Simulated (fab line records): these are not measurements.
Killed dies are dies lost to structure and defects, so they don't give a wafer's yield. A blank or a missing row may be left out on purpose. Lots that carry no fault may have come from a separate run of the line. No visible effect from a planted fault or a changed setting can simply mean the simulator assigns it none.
A lot that was struck, set against a sound lot :: flow n5 finfet :: 39 steps out of a route of 1938
Sound: the wafers L171.1, L171.2, L171.3. Struck: wafer L159.6 (L159.1, L159.2, from the same lot, were not struck and are left out); the cause is given at the end.
Each step with rows lists, per side, the tool, then ch with its chambers, then its first start. Under that, the readings that differ: sound wafers :: struck wafers :: difference of the means :: sigmas: that difference in standard deviations of wafers without a fault.
alike: words and numbers the same on both sides, and readings whose means are apart by under 2 such deviations; not compared: readings that were withheld, readings missing a value for some wafer, numbers with overlapping values and no deviation given by the record, and bounds like >300 which may hide the same value.
Wherever a step has rows on one side only, a row that says differs or no value, or a row with sigmas, the two part there. When numbers do not overlap yet have no deviation, they are printed without sigmas and do not part them. A reading that every wafer of one side lacks parts them only if that side has two wafers or more.

first, 11 steps without rows for these wafers: N5_BEOL_M3_STRIP_65 (strips in N2/H2); N5_BEOL_M3_STRIP_75 (strips in N2/H2); N5_BEOL_M3_STRIP_66 (strips in CF4); N5_BEOL_M3_HM_OPEN_17 (chemistry Cl2/BCl3, target TiN, target depth 20 nm, overetch 6 nm); N5_BEOL_M3_STRIP_19 (strips in O2); N5_BEOL_M3_COAT_67 (time 60 s, resist thk 60 nm); N5_BEOL_M3_COAT_68 (time 60 s, resist thk 12 nm); N5_BEOL_M3_COAT_76 (time 60 s, resist thk 5 nm); N5_BEOL_M3_COAT_22 (resist thk 30 nm); N5_BEOL_M3_EBR_24; N5_BEOL_M3_SOFTBAKE_23 (time 60 s).
N5_BEOL_M3_EXPOSE_25: exposes mask V2, defocus 5 nm.
  sound on euv scanner-01 ch 0, day 12 19:33; struck on euv scanner-02 ch 0, day 8 22:52
  alike: mask
then, 2 steps without rows for these wafers: N5_BEOL_M3_PEB_26 (peb time 60 s); N5_BEOL_M3_DEVELOP_27 (develop time 30 s).
N5_BEOL_M3_CD_MEAS_28: target cd 25.7 nm, target cd y 23.3 nm.
  sound on cd sem-02 ch 0, day 12 19:41; struck on cd sem-01 ch 0, day 8 23:01
reading: cd nm (nm)
sound: 25.52 25.53 25.61
struck: 20.77
difference: -4.78
sigmas: -19
then, 22 steps without rows for these wafers: N5_BEOL_M3_DESCUM_33 (chemistry O2, time 7 s); N5_BEOL_M3_ETCH_77 (etches underlayer in N2/H2, target depth 6.5 nm, time 5.2 s); N5_BEOL_M3_ETCH_69 (etches SiARC in CF4, target depth 15.6 nm, time 26 s); N5_BEOL_M3_ALD_98 (deposits SiO2, target thk 2.5 nm, pulse time 1 s, co reactant pulse time 1 s); N5_BEOL_M3_ETCHBACK_99 (etches SiO2 in CHF3, target depth 5 nm, time 10.4 s); N5_BEOL_M3_ETCH_70 (etches SOC in N2/H2, target depth 80 nm, overetch 16 nm, time 120 s); N5_BEOL_M3_STRIP_71 (strips in N2/H2); N5_BEOL_M3_STRIP_78 (strips in N2/H2); N5_BEOL_M3_VIA_ETCH_34 (etches the open film in C4F6/O2, target depth 69.4 nm, time 65.9 s); N5_BEOL_M3_STRIP_83 (strips in C4F6/O2); N5_BEOL_M3_STRIP_36 (strips in N2/H2); N5_BEOL_M3_TRENCH_ETCH_37 (etches SiOC in C4F6/O2, target depth 55.555 nm, time 29.2 s); N5_BEOL_M3_ETCH_41 (etches SiCN in CH3F/O2, target depth 29.9 nm, time 52.5 s); N5_BEOL_M3_STRIP_97 (strips in N2/H2, time 10 s); N5_BEOL_M3_HM_STRIP_39 (strips TiN in peroxide tin strip, target depth 25 nm, time 158 s); N5_BEOL_M3_SRD_40 (time 30 s); N5_BEOL_M3_PRECLEAN_42 (cleans in residue remover, time 60 s); N5_BEOL_M3_SRD_43 (time 30 s); N5_BEOL_M3_DEGAS_44 (time 60 s); N5_BEOL_M3_PRE_CLEAN_45 (time 30 s); N5_BEOL_M3_ALD_84 (deposits TaN, pulse time 2 s, purge time 3 s, co reactant purge time 2 s); N5_BEOL_M3_SURFACE_TREAT_85.
N5_BEOL_M4_RC_MEAS_101:
  the record has rows for the sound wafers here (prober-01 ch 0, day 14 04:18) and none for the struck ones
-- here the record skips 6 days between the struck wafers' starts before and after, leaving off in module BEOL_M4 and picking up in module PASSIVATION (first step shown: number 1936 of the route) --
N5_PASSIVATION_PROBE_49:
  the record has rows for the struck wafers here (prober-01, day 14 12:14) and none for the sound ones

## WHERE THEY PART
At N5_BEOL_M3_CD_MEAS_28 first; at N5_PASSIVATION_PROBE_49 last (within this record only).

WHY: the cause the simulator had injected
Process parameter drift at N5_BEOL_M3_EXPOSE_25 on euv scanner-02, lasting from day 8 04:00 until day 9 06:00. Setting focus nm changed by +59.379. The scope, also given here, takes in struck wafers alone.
